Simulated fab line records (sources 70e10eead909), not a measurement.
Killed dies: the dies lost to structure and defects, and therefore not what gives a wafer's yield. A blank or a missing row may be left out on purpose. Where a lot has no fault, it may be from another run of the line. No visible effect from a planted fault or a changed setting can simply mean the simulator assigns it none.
Which tool did it? | flow nand harc | Sampling: 24 lots, 72 wafers, 6 of 1302 route steps

WHAT THE GAUGES SHOWED, per wafer
NHARC_A_SGD_CUT_INSPECT_11.
lot  | measured     | on                | raw defect count
L075 | day 19 20:42 | defect inspect-02 | 59 61 66
L074 | day 19 20:58 | defect inspect-02 | 53 61 71
L077 | day 20 00:50 | defect inspect-01 | 71 60 74
L076 | day 20 03:50 | defect inspect-01 | 118 105 106
L078 | day 20 23:38 | defect inspect-01 | 60 67 75
L079 | day 20 23:56 | defect inspect-02 | 52 70 68
L080 | day 21 21:14 | defect inspect-01 | 55 57 59
L081 | day 22 03:20 | defect inspect-01 | 96 119 102
L084 | day 23 18:49 | defect inspect-01 | 67 52 68
L082 | day 23 18:58 | defect inspect-01 | 93 72 70
L083 | day 24 04:10 | defect inspect-02 | 56 73 67
L087 | day 24 06:58 | defect inspect-02 | 51 53 60
L085 | day 24 07:11 | defect inspect-01 | 64 74 66
L086 | day 24 16:56 | defect inspect-02 | 42 39 41
L088 | day 24 15:46 | defect inspect-02 | 31 34 34
L089 | day 25 07:47 | defect inspect-01 | 9 15 21
L091 | day 25 21:56 | defect inspect-02 | 23 21 24
L090 | day 26 04:52 | defect inspect-01 | 100 83 87
L094 | day 27 06:35 | defect inspect-02 | 57 56 53
L092 | day 27 07:00 | defect inspect-02 | 68 60 62
L093 | day 27 07:11 | defect inspect-01 | 28 19 16
L096 | day 28 07:20 | defect inspect-01 | 60 71 70
L095 | day 28 21:23 | defect inspect-02 | 11 8 9
L097 | day 29 16:26 | defect inspect-02 | 37 32 32

NHARC_A_SGD_CUT_THK_MEAS_22: measures by ellipsometry.
lot  | measured     | on            | thk nm (nm)
L075 | day 20 04:26 | film metro-02 | 149.0 147.8 149.0
L074 | day 20 04:26 | film metro-01 | 148.0 147.6 149.2
L077 | day 20 04:26 | film metro-02 | 147.0 149.0 147.4
L076 | day 20 10:22 | film metro-01 | 147.3 149.9 148.4
L078 | day 21 06:06 | film metro-02 | 147.3 147.9 147.3
L079 | day 21 06:06 | film metro-01 | 147.0 146.7 145.7
L080 | day 22 03:28 | film metro-01 | 146.1 145.9 148.2
L081 | day 22 10:44 | film metro-02 | 145.7 146.3 146.2
L084 | day 24 01:18 | film metro-01 | 147.2 146.0 147.0
L082 | day 24 01:18 | film metro-02 | 151.4 149.9 150.2
L083 | day 24 10:23 | film metro-02 | 148.2 146.9 149.3
L087 | day 24 10:23 | film metro-01 | 149.0 147.9 148.9
L085 | day 24 10:31 | film metro-01 | 146.7 149.3 147.2
L086 | day 24 21:57 | film metro-02 | 148.1 149.9 148.0
L088 | day 24 21:58 | film metro-01 | 144.8 146.0 146.3
L089 | day 25 17:17 | film metro-01 | 146.4 147.1 148.6
L091 | day 26 04:09 | film metro-02 | 147.3 146.6 147.1
L090 | day 26 10:58 | film metro-01 | 147.1 149.5 150.1
L094 | day 27 15:57 | film metro-01 | 149.7 150.3 150.1
L092 | day 27 15:58 | film metro-01 | 149.3 146.0 149.4
L093 | day 27 15:57 | film metro-02 | 149.0 146.2 149.4
L096 | day 28 14:01 | film metro-01 | 148.0 150.0 150.1
L095 | day 29 04:31 | film metro-01 | 149.4 149.7 148.8
L097 | day 29 23:13 | film metro-02 | 148.3 151.4 149.8

WHICH TOOL RAN EACH LOT (tool, then ch and the chambers of the sampled wafers, then the start)
lot  | NHARC_A_STAIRCASE_DEP_151       | NHARC_A_STAIRCASE_DESCUM_443       | NHARC_A_STAIRCASE_CMP_450     | NHARC_A_STAIRCASE_CMP_472
L075 | pecvd-04 ch 1,2, day 18 02:29   | rie diel-08 ch 0,1,2, day 19 12:09 | cmp-03 ch 0,1,2, day 19 17:29 | cmp-02 ch 0,3, day 19 19:22
L074 | pecvd-03 ch 1,2, day 18 11:30   | rie diel-03 ch 0,2, day 19 12:07   | cmp-01 ch 1,2, day 19 17:26   | cmp-03 ch 0,2, day 19 19:26
L077 | pecvd-03 ch 1,2, day 18 16:02   | rie diel-08 ch 0,1,2, day 19 16:51 | cmp-02 ch 0,1,2, day 19 22:08 | cmp-03 ch 0,1,3, day 19 23:35
L076 | pecvd-02 ch 1,2, day 18 16:02   | rie diel-08 ch 0,1,2, day 19 16:54 | cmp-02 ch 0,2,3, day 20 00:58 | cmp-02 ch 0,1,2, day 20 02:32
L078 | pecvd-03 ch 1, day 19 15:41     | rie diel-12 ch 0,1,2, day 20 15:44 | cmp-01 ch 0,2, day 20 21:04   | cmp-01 ch 0,3, day 20 22:30
L079 | pecvd-04 ch 1,2, day 19 15:47   | rie diel-08 ch 1,2,3, day 20 15:55 | cmp-02 ch 0,2, day 20 21:10   | cmp-02 ch 1,2,3, day 20 22:37
L080 | pecvd-02 ch 1,2, day 20 11:00   | rie diel-08 ch 1,2,3, day 21 12:41 | cmp-03 ch 0,1,2, day 21 18:01 | cmp-01 ch 0,1,3, day 21 19:56
L081 | pecvd-04 ch 1,2, day 20 17:34   | rie diel-12 ch 0,1,3, day 21 19:05 | cmp-03 ch 2,3, day 22 00:23   | cmp-03 ch 0,2,3, day 22 01:55
L084 | pecvd-03 ch 1,2, day 22 11:10   | rie diel-08 ch 1,2,3, day 23 10:44 | cmp-01 ch 1,2, day 23 16:02   | cmp-01 ch 1,2, day 23 17:28
L082 | pecvd-04 ch 0,1, day 22 11:21   | rie diel-12 ch 0,1,2, day 23 10:54 | cmp-01 ch 1,2,3, day 23 16:17 | cmp-03 ch 0,2, day 23 17:43
L083 | pecvd-03 ch 1,2, day 22 16:28   | rie diel-12 ch 0,3, day 23 18:04   | cmp-01 ch 0,2,3, day 23 23:20 | cmp-01 ch 1,3, day 24 03:02
L087 | pecvd-03 ch 1,2, day 22 23:02   | rie diel-12 ch 0,1, day 23 23:01   | cmp-01 ch 0,2,3, day 24 04:16 | cmp-01 ch 1,3, day 24 05:42
L085 | pecvd-04 ch 0,2, day 22 23:02   | rie diel-03 ch 1,2,3, day 23 22:58 | cmp-02 ch 0,2, day 24 04:18   | cmp-01 ch 0,1, day 24 05:55
L086 | pecvd-02 ch 0,1,2, day 23 08:52 | rie diel-08 ch 0,1, day 24 08:05   | cmp-01 ch 0,2, day 24 14:22   | cmp-03 ch 1,2,3, day 24 15:50
L088 | pecvd-03 ch 0,1,2, day 23 08:52 | rie diel-03 ch 0,2,3, day 24 07:55 | cmp-03 ch 1,2,3, day 24 13:09 | cmp-03 ch 0,1,2, day 24 14:41
L089 | pecvd-04 ch 0,1,2, day 23 22:44 | rie diel-12 ch 0,1,3, day 24 23:48 | cmp-02 ch 0,3, day 25 05:06   | cmp-01 ch 1,2,3, day 25 06:34
L091 | pecvd-03 ch 0,1,2, day 24 13:34 | rie diel-08 ch 0,1,3, day 25 14:02 | cmp-02 ch 0,1,2, day 25 19:18 | cmp-03 ch 0,2, day 25 20:50
L090 | pecvd-03 ch 0,1, day 24 18:16   | rie diel-12 ch 2,3, day 25 20:46   | cmp-01 ch 0,2,3, day 26 02:12 | cmp-01 ch 2,3, day 26 03:44
L094 | pecvd-03 ch 0,1,2, day 25 21:55 | rie diel-03 ch 0,1, day 26 22:43   | cmp-02 ch 0,1,3, day 27 04:01 | cmp-03 ch 2,3, day 27 05:29
L092 | pecvd-04 ch 1,2, day 25 22:00   | rie diel-08 ch 0,1, day 26 22:53   | cmp-03 ch 1,3, day 27 04:11   | cmp-01 ch 0,3, day 27 05:40
L093 | pecvd-03 ch 0,1,2, day 25 22:34 | rie diel-12 ch 0,1,3, day 26 23:06 | cmp-01 ch 0,1,3, day 27 04:28 | cmp-03 ch 1,2,3, day 27 05:55
L096 | pecvd-02 ch 1,2, day 26 21:45   | rie diel-03 ch 1,2, day 27 23:20   | cmp-01 ch 0,2,3, day 28 04:38 | cmp-02 ch 2,3, day 28 06:04
L095 | pecvd-03 ch 0,2, day 27 09:10   | rie diel-08 ch 0,2,3, day 28 13:26 | cmp-01 ch 0,1,3, day 28 18:42 | cmp-01 ch 0,1,2, day 28 20:11
L097 | pecvd-02 ch 0,1,2, day 28 00:52 | rie diel-03 ch 1,2,3, day 29 08:26 | cmp-01 ch 0,1, day 29 13:43   | cmp-03 ch 0,1,2, day 29 15:14
- NHARC_A_STAIRCASE_DEP_151: deposits SiO2, target thk 7200 nm.
- NHARC_A_STAIRCASE_DESCUM_443: chemistry O2, time 3 s.
- NHARC_A_STAIRCASE_CMP_450: polishes SiO2, target thk 200 nm.
- NHARC_A_STAIRCASE_CMP_472: polishes SiO2.

AS READ BY THE TOOLS THEMSELVES (means over the sampled wafers that have a number; for cases with no such wafer, the mark the record gives instead)
NHARC_A_STAIRCASE_DEP_151.
lot  | tool     | heater power w (W)
L075 | pecvd-04 | 661
L074 | pecvd-03 | 621
L077 | pecvd-03 | 677
L076 | pecvd-02 | 582
L078 | pecvd-03 | 639
L079 | pecvd-04 | 697
L080 | pecvd-02 | 543
L081 | pecvd-04 | 610
L084 | pecvd-03 | 615
L082 | pecvd-04 | 583
L083 | pecvd-03 | 657
L087 | pecvd-03 | 653
L085 | pecvd-04 | 644
L086 | pecvd-02 | 587
L088 | pecvd-03 | 695
L089 | pecvd-04 | 678
L091 | pecvd-03 | 718
L090 | pecvd-03 | 804
L094 | pecvd-03 | 699
L092 | pecvd-04 | 658
L093 | pecvd-03 | 765
L096 | pecvd-02 | 570
L095 | pecvd-03 | 738
L097 | pecvd-02 | 575

NHARC_A_STAIRCASE_DESCUM_443.
lot  | tool        | drypump motor current A (A) | oes product au (a.u.) | rf vpp V (V) | showerhead plenum p Torr (Torr) | throttle valve pct (%)
L075 | rie diel-08 | 6.0                         | 0.992                 | 57.1         | 1.80                            | 11.317
L074 | rie diel-03 | 5.4                         | 0.999                 | 58.0         | 1.91                            | 11.316
L077 | rie diel-08 | 6.0                         | 1.001                 | 57.4         | 1.80                            | 11.314
L076 | rie diel-08 | 6.0                         | 1.006                 | 56.7         | 1.80                            | 11.318
L078 | rie diel-12 | 5.5                         | 0.991                 | 57.6         | 1.91                            | 11.315
L079 | rie diel-08 | 5.9                         | 1.006                 | 57.5         | 1.78                            | 11.310
L080 | rie diel-08 | 5.9                         | 0.997                 | 56.9         | 1.78                            | 11.308
L081 | rie diel-12 | 5.5                         | 0.994                 | 58.4         | 1.90                            | 11.301
L084 | rie diel-08 | 5.9                         | 1.007                 | 57.7         | 1.77                            | 11.314
L082 | rie diel-12 | 5.4                         | 0.995                 | 57.9         | 1.90                            | 11.311
L083 | rie diel-12 | 5.5                         | 0.992                 | 57.5         | 1.87                            | 11.300
L087 | rie diel-12 | 5.6                         | 0.996                 | 57.2         | 1.91                            | 11.309
L085 | rie diel-03 | 5.4                         | 1.004                 | 58.1         | 1.92                            | 11.311
L086 | rie diel-08 | 6.0                         | 1.002                 | 58.0         | 2.00                            | 11.310
L088 | rie diel-03 | 5.3                         | 1.002                 | 57.2         | 1.89                            | 11.315
L089 | rie diel-12 | 5.6                         | 0.997                 | 57.8         | 1.89                            | 11.315
L091 | rie diel-08 | 5.7                         | 1.000                 | 56.6         | 1.89                            | 11.310
L090 | rie diel-12 | 5.3                         | 0.989                 | 57.2         | 1.85                            | 11.310
L094 | rie diel-03 | 5.0                         | 0.995                 | 57.7         | 1.98                            | 11.315
L092 | rie diel-08 | 5.8                         | 0.997                 | 57.6         | 1.91                            | 11.304
L093 | rie diel-12 | 5.6                         | 0.996                 | 58.1         | 1.89                            | 11.318
L096 | rie diel-03 | 5.4                         | 0.997                 | 57.2         | 1.98                            | 11.316
L095 | rie diel-08 | 5.7                         | 0.984                 | 57.0         | 1.88                            | 11.313
L097 | rie diel-03 | 5.5                         | 1.000                 | 57.6         | 1.91                            | 11.307

NHARC_A_STAIRCASE_CMP_450.
lot  | tool   | motor current A (A)
L075 | cmp-03 | 12.4
L074 | cmp-01 | 13.1
L077 | cmp-02 | 11.7
L076 | cmp-02 | 12.8
L078 | cmp-01 | 13.2
L079 | cmp-02 | 12.4
L080 | cmp-03 | 11.9
L081 | cmp-03 | 11.6
L084 | cmp-01 | 13.5
L082 | cmp-01 | 13.0
L083 | cmp-01 | 13.0
L087 | cmp-01 | 12.5
L085 | cmp-02 | 12.9
L086 | cmp-01 | 12.9
L088 | cmp-03 | 11.6
L089 | cmp-02 | 12.3
L091 | cmp-02 | 11.9
L090 | cmp-01 | 12.9
L094 | cmp-02 | 11.6
L092 | cmp-03 | 12.6
L093 | cmp-01 | 13.3
L096 | cmp-01 | 12.9
L095 | cmp-01 | 12.8
L097 | cmp-01 | 13.4

NHARC_A_STAIRCASE_CMP_472.
lot  | tool   | motor current A (A)
L075 | cmp-02 | 12.0
L074 | cmp-03 | 11.6
L077 | cmp-03 | 12.1
L076 | cmp-02 | 12.1
L078 | cmp-01 | 13.3
L079 | cmp-02 | 12.3
L080 | cmp-01 | 13.4
L081 | cmp-03 | 11.3
L084 | cmp-01 | 13.0
L082 | cmp-03 | 11.7
L083 | cmp-01 | 13.2
L087 | cmp-01 | 13.0
L085 | cmp-01 | 13.6
L086 | cmp-03 | 11.8
L088 | cmp-03 | 12.4
L089 | cmp-01 | 13.2
L091 | cmp-03 | 11.8
L090 | cmp-01 | 12.3
L094 | cmp-03 | 11.6
L092 | cmp-01 | 13.5
L093 | cmp-03 | 12.3
L096 | cmp-02 | 12.8
L095 | cmp-01 | 13.1
L097 | cmp-03 | 12.0

THE ANSWER, worked out from the rows above alone
Rule: usual is defined by the lots themselves. Put in order of their means at a reading, lots are off if they are a third of the lots or fewer, leave a main group of 4 or more, and stand apart from it by a gap of 3 or more times the standard deviation of the main group's means; of several such gaps the widest counts. A main group is skipped when, at the precision printed for the reading in the tables above, its means are all equal. Also off: a lot with no number at a reading for which 4 or more lots have one. Where the step has rows for the other lots, those lots are counted as sound. First the gauges in route order, then the tools' own readings, where a lot's mean is used as printed above. At the first step where some lot is off, the reading lying furthest off is the one used; lots without a number count as furthest.
None of the lots is off at any reading shown; this tells nothing.

WHAT WAS PUT IN BY THE SIMULATOR
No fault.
